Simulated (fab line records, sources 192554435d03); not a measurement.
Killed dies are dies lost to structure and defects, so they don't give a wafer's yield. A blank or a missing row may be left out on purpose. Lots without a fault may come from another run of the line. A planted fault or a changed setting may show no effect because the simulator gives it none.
Which tool did it? | flow n5_finfet | 24 lots, 72 wafers sampled, at 2 steps of a route of 1938

WHAT THE GAUGES READ, wafer by wafer
N5_BEOL_M8_OVL_MEAS_12. Usual: M8_OVL 0.4 nm, standard deviation 0.65.
lot  | measured     | on         | M8_OVL (nm)    | flag
L076 | day 11 05:07 | overlay-02 | 0.4 0.7 1.5    |
L078 | day 11 15:30 | overlay-01 | 0.0 0.4 0.3    |
L074 | day 11 19:14 | overlay-02 | 0.8 0.7 0.2    |
L077 | day 12 00:31 | overlay-01 | -0.5 -1.5 -0.2 |
L079 | day 12 03:26 | overlay-01 | 1.0 0.7 0.5    |
L080 | day 12 03:40 | overlay-02 | -0.3 -0.1 0.4  |
L075 | day 12 04:59 | overlay-01 | -1.7 -0.6 -0.2 |
L082 | day 12 22:56 | overlay-01 | 0.4 1.0 0.3    |
L081 | day 12 23:08 | overlay-02 | 0.6 1.2 1.0    |
L083 | day 13 02:52 | overlay-02 | 0.9 0.7 0.5    |
L086 | day 14 00:25 | overlay-02 | 0.2 -0.4 0.5   |
L085 | day 14 05:23 | overlay-02 | 0.4 0.8 1.5    |
L084 | day 14 05:37 | overlay-02 | -0.9 -0.4 0.2  |
L087 | day 14 16:11 | overlay-01 | 2.1 0.5 0.9    |
L088 | day 15 03:16 | overlay-02 | 1.0 0.1 1.0    |
L089 | day 15 03:49 | overlay-02 | 1.2 0.8 0.7    |
L091 | day 15 04:15 | overlay-01 | 0.3 0.5 -0.4   |
L090 | day 15 14:19 | overlay-02 | 0.4 0.2 -0.4   |
L094 | day 15 15:13 | overlay-02 | 0.2 -0.6 0.1   |
L092 | day 15 21:49 | overlay-01 | 0.9 1.5 1.1    |
L093 | day 16 01:45 | overlay-02 | 0.2 0.1 -0.2   |
L096 | day 17 00:14 | overlay-02 | -0.5 0.7 0.4   |
L095 | day 17 00:23 | overlay-02 | -0.1 0.1 -0.6  |
L097 | day 18 04:23 | overlay-02 | 0.9 0.6 0.2    |

WHICH TOOL RAN EACH LOT (tool, then ch and the chambers of the sampled wafers, then the start)
lot  | N5_BEOL_M8_HM_DEP_02
L076 | pvd_sputter-03, day 11 04:43
L078 | pvd_sputter-03, day 11 14:59
L074 | pvd_sputter-03, day 11 18:42
L077 | pvd_sputter-02, day 11 23:59
L079 | pvd_sputter-02, day 12 03:02
L080 | pvd_sputter-02, day 12 03:08
L075 | pvd_sputter-01, day 12 04:35
L082 | pvd_sputter-03, day 12 22:25
L081 | pvd_sputter-02, day 12 22:36
L083 | pvd_sputter-01, day 13 02:28
L086 | pvd_sputter-03, day 13 23:53
L085 | pvd_sputter-02, day 14 04:59
L084 | pvd_sputter-02, day 14 05:05
L087 | pvd_sputter-03, day 14 15:47
L088 | pvd_sputter-03, day 15 02:44
L089 | pvd_sputter-03, day 15 03:17
L091 | pvd_sputter-03, day 15 03:42
L090 | pvd_sputter-03, day 15 13:47
L094 | pvd_sputter-02, day 15 14:48
L092 | pvd_sputter-01, day 15 21:25
L093 | pvd_sputter-03, day 16 01:13
L096 | pvd_sputter-01, day 16 23:42
L095 | pvd_sputter-01, day 16 23:50
L097 | pvd_sputter-01, day 18 03:48
- N5_BEOL_M8_HM_DEP_02: deposits TiN, target thk 20 nm.

WHAT THE TOOLS THEMSELVES READ (means of the sampled wafers that have a number; where no wafer has one, the mark that the record gives instead)
N5_BEOL_M8_HM_DEP_02. Usual: throttle_valve_pct 29.8 %, standard deviation 0.9.
lot  | tool           | throttle_valve_pct (%) | flag
L076 | pvd_sputter-03 | 29.6                   |
L078 | pvd_sputter-03 | 30.4                   |
L074 | pvd_sputter-03 | 30.4                   |
L077 | pvd_sputter-02 | 29.3                   |
L079 | pvd_sputter-02 | 29.4                   |
L080 | pvd_sputter-02 | 29.1                   |
L075 | pvd_sputter-01 | 29.7                   |
L082 | pvd_sputter-03 | 29.7                   |
L081 | pvd_sputter-02 | 29.7                   |
L083 | pvd_sputter-01 | 29.6                   |
L086 | pvd_sputter-03 | 30.4                   |
L085 | pvd_sputter-02 | 29.6                   |
L084 | pvd_sputter-02 | 29.1                   |
L087 | pvd_sputter-03 | 30.6                   |
L088 | pvd_sputter-03 | 29.6                   |
L089 | pvd_sputter-03 | 30.1                   |
L091 | pvd_sputter-03 | 30.1                   |
L090 | pvd_sputter-03 | 30.2                   |
L094 | pvd_sputter-02 | 29.8                   |
L092 | pvd_sputter-01 | 30.4                   |
L093 | pvd_sputter-03 | 29.8                   |
L096 | pvd_sputter-01 | 30.1                   |
L095 | pvd_sputter-01 | 29.1                   |
L097 | pvd_sputter-01 | 29.9                   |

THE ANSWER, worked out from the rows above alone
Rule: a lot is off if the mean of its wafers that have a number lies more than 3 standard deviations from the usual mean. A lot without any number at a reading at which 4 lots or more have one is off too. The other lots that the step has rows for count as sound. The gauges are gone through in route order, then the tools' own readings, and for those a lot's mean is taken as printed above. The first step at which some lot is off is used, and at that step the reading that is off furthest; a lot without a number counts as furthest.
No lot is off at any reading shown: from this, nothing can be told.

WHAT THE SIMULATOR HAD PUT IN
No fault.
